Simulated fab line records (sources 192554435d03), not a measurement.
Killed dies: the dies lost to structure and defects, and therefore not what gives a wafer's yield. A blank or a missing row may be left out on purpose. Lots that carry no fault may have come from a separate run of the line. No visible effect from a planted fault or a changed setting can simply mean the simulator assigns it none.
Lot-split experiment || flow n5_finfet || 7 lots, 21 wafers read, on a route of 1938 steps

ABOUT THE SPLIT
At N5_BEOL_M0_DEP_125 (deposits SiCN from 3MS/NH3, target thk 8 nm, time 14 s), the setting time_s was moved away from the recipe's 14 s on 5 of the 21 wafers read, by -12.3% to +14.6%. All remaining wafers had this setting at the recipe value.

Reading taken at the split's own step.

THE READING
SiCN_of_BEOL_M0_DEP_125.thk_nm (the simulator's own value, which no gauge read), in nm, at N5_BEOL_M0_DEP_125 (deposits SiCN from 3MS/NH3, target thk 8 nm, time 14 s). No usual value for it is given in the file. Across the 16 wafers here that went through the recipe, the average is 8.0 nm and the standard deviation 0.15 nm.

{"wafer": "L075.3", "tool, chamber at the split": "pecvd-04, 0", "time_s as run, s": 16.04, "against the recipe": "+14.6%", "SiCN_of_BEOL_M0_DEP_125.thk_nm, nm": 9.4, "against lot-mates on the recipe": "+1.2"}
{"wafer": "L075.5", "tool, chamber at the split": "pecvd-04, 0", "time_s as run, s": 16.04, "against the recipe": "+14.6%", "SiCN_of_BEOL_M0_DEP_125.thk_nm, nm": 9.4, "against lot-mates on the recipe": "+1.2"}
{"wafer": "L075.6", "tool, chamber at the split": "pecvd-04, 1", "time_s as run, s": 14, "against the recipe": "recipe", "SiCN_of_BEOL_M0_DEP_125.thk_nm, nm": 8.2, "against lot-mates on the recipe": "-"}
{"wafer": "L077.1", "tool, chamber at the split": "pecvd-02, 2,1,2", "time_s as run, s": 14, "against the recipe": "recipe", "SiCN_of_BEOL_M0_DEP_125.thk_nm, nm": 8, "against lot-mates on the recipe": "-"}
{"wafer": "L077.2", "tool, chamber at the split": "pecvd-02, 2,1,2", "time_s as run, s": 14, "against the recipe": "recipe", "SiCN_of_BEOL_M0_DEP_125.thk_nm, nm": 8, "against lot-mates on the recipe": "-"}
{"wafer": "L077.6", "tool, chamber at the split": "pecvd-02, 2,1,2", "time_s as run, s": 14, "against the recipe": "recipe", "SiCN_of_BEOL_M0_DEP_125.thk_nm, nm": 8, "against lot-mates on the recipe": "-"}
{"wafer": "L080.1", "tool, chamber at the split": "pecvd-04, 2,0,1", "time_s as run, s": 14, "against the recipe": "recipe", "SiCN_of_BEOL_M0_DEP_125.thk_nm, nm": 8.2, "against lot-mates on the recipe": "-"}
{"wafer": "L080.3", "tool, chamber at the split": "pecvd-04, 2,0,1", "time_s as run, s": 14, "against the recipe": "recipe", "SiCN_of_BEOL_M0_DEP_125.thk_nm, nm": 8.2, "against lot-mates on the recipe": "-"}
{"wafer": "L080.6", "tool, chamber at the split": "pecvd-04, 2,0,1", "time_s as run, s": 14, "against the recipe": "recipe", "SiCN_of_BEOL_M0_DEP_125.thk_nm, nm": 8.2, "against lot-mates on the recipe": "-"}
{"wafer": "L083.1", "tool, chamber at the split": "pecvd-01, 0,1", "time_s as run, s": 14, "against the recipe": "recipe", "SiCN_of_BEOL_M0_DEP_125.thk_nm, nm": 8, "against lot-mates on the recipe": "-"}
{"wafer": "L083.6", "tool, chamber at the split": "pecvd-01, 0,1", "time_s as run, s": 14, "against the recipe": "recipe", "SiCN_of_BEOL_M0_DEP_125.thk_nm, nm": 8, "against lot-mates on the recipe": "-"}
{"wafer": "L083.3", "tool, chamber at the split": "pecvd-01, 1", "time_s as run, s": 14, "against the recipe": "recipe", "SiCN_of_BEOL_M0_DEP_125.thk_nm, nm": 7.8, "against lot-mates on the recipe": "-"}
{"wafer": "L090.3", "tool, chamber at the split": "pecvd-01, 2", "time_s as run, s": 14, "against the recipe": "recipe", "SiCN_of_BEOL_M0_DEP_125.thk_nm, nm": 7.8, "against lot-mates on the recipe": "-"}
{"wafer": "L090.5", "tool, chamber at the split": "pecvd-01, 0", "time_s as run, s": 14.73, "against the recipe": "+5.2%", "SiCN_of_BEOL_M0_DEP_125.thk_nm, nm": 8.4, "against lot-mates on the recipe": "+0.5"}
{"wafer": "L090.6", "tool, chamber at the split": "pecvd-01, 1", "time_s as run, s": 14, "against the recipe": "recipe", "SiCN_of_BEOL_M0_DEP_125.thk_nm, nm": 8, "against lot-mates on the recipe": "-"}
{"wafer": "L091.2", "tool, chamber at the split": "pecvd-02, 0", "time_s as run, s": 12.28, "against the recipe": "-12.3%", "SiCN_of_BEOL_M0_DEP_125.thk_nm, nm": 6.8, "against lot-mates on the recipe": -1.2}
{"wafer": "L091.5", "tool, chamber at the split": "pecvd-02, 0", "time_s as run, s": 14, "against the recipe": "recipe", "SiCN_of_BEOL_M0_DEP_125.thk_nm, nm": 7.8, "against lot-mates on the recipe": "-"}
{"wafer": "L091.6", "tool, chamber at the split": "pecvd-02, 1", "time_s as run, s": 14, "against the recipe": "recipe", "SiCN_of_BEOL_M0_DEP_125.thk_nm, nm": 8.2, "against lot-mates on the recipe": "-"}
{"wafer": "L095.2", "tool, chamber at the split": "pecvd-04, 1", "time_s as run, s": 14, "against the recipe": "recipe", "SiCN_of_BEOL_M0_DEP_125.thk_nm, nm": 7.8, "against lot-mates on the recipe": "-"}
{"wafer": "L095.3", "tool, chamber at the split": "pecvd-04, 0", "time_s as run, s": 15.92, "against the recipe": "+13.7%", "SiCN_of_BEOL_M0_DEP_125.thk_nm, nm": 9, "against lot-mates on the recipe": "+1.1"}
{"wafer": "L095.6", "tool, chamber at the split": "pecvd-04, 1", "time_s as run, s": 14, "against the recipe": "recipe", "SiCN_of_BEOL_M0_DEP_125.thk_nm, nm": 8, "against lot-mates on the recipe": "-"}
If several chambers appear in one row, that row covers several wafers at once and the file leaves open which wafer was in which chamber.

FIT RESULTS
A straight line over all 21 wafers: SiCN_of_BEOL_M0_DEP_125.thk_nm changes by +0.0903 nm for each +1% of time_s; r = +0.96; the points scatter about the line by 0.15 nm.
The same after taking each lot's own level away (the mean of its wafers on the recipe; 21 wafers): +0.0858 nm for each +1%; r = +0.98; scatter 0.097 nm.
On that fit, the largest move of time_s shifts the reading by 1.3 nm.
The lots' own levels span 7.90 to 8.20 nm, that is 2.0 times the standard deviation above.
Consequently the slope shifts little with the lot-to-lot level, the two slopes agreeing.
Check: +1.25 nm against its lot-mates is what the line predicts for one of the wafers moved furthest among these (+14.6%) when that wafer is left out of the fit. It came out at +1.2 nm against them.

THESE WAFERS: OTHER SPLITS
Other splits were also applied to these wafers ahead of the reading. Each is held against what the fit with the lots' levels taken away leaves over:
{"other split on the same wafers": "N5_SDB_COAT_03 spin_rpm", "wafers away from the commonest value": 10, "r with SiCN_of_BEOL_M0_DEP_125.thk_nm (lot level and that fit taken away)": "+0.00"}
{"other split on the same wafers": "N5_SDB_ALD_29 ald_cycles", "wafers away from the commonest value": 5, "r with SiCN_of_BEOL_M0_DEP_125.thk_nm (lot level and that fit taken away)": "+0.10"}
{"other split on the same wafers": "N5_HKMG_FIN_ETCH_35 bias_w", "wafers away from the commonest value": 9, "r with SiCN_of_BEOL_M0_DEP_125.thk_nm (lot level and that fit taken away)": "+0.09"}
{"other split on the same wafers": "N5_MOL_CONTACT_COAG_CONTACT_ETCH_14 source_w", "wafers away from the commonest value": 6, "r with SiCN_of_BEOL_M0_DEP_125.thk_nm (lot level and that fit taken away)": "+0.17"}
{"other split on the same wafers": "N5_MOL_CONTACT_COAG_ALD_131 ald_cycles", "wafers away from the commonest value": 7, "r with SiCN_of_BEOL_M0_DEP_125.thk_nm (lot level and that fit taken away)": "+0.07"}
{"other split on the same wafers": "N5_MOL_CONTACT_COAG_ETCH_91 source_w", "wafers away from the commonest value": 8, "r with SiCN_of_BEOL_M0_DEP_125.thk_nm (lot level and that fit taken away)": -0.20}
{"other split on the same wafers": "N5_BEOL_M0_ETCH_138 source_w", "wafers away from the commonest value": 4, "r with SiCN_of_BEOL_M0_DEP_125.thk_nm (lot level and that fit taken away)": "+0.22"}

FILE'S OWN FIT
SiCN_of_BEOL_M0_DEP_125.thk_nm changes by +0.0863 nm for each +1% of time_s, r = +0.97.
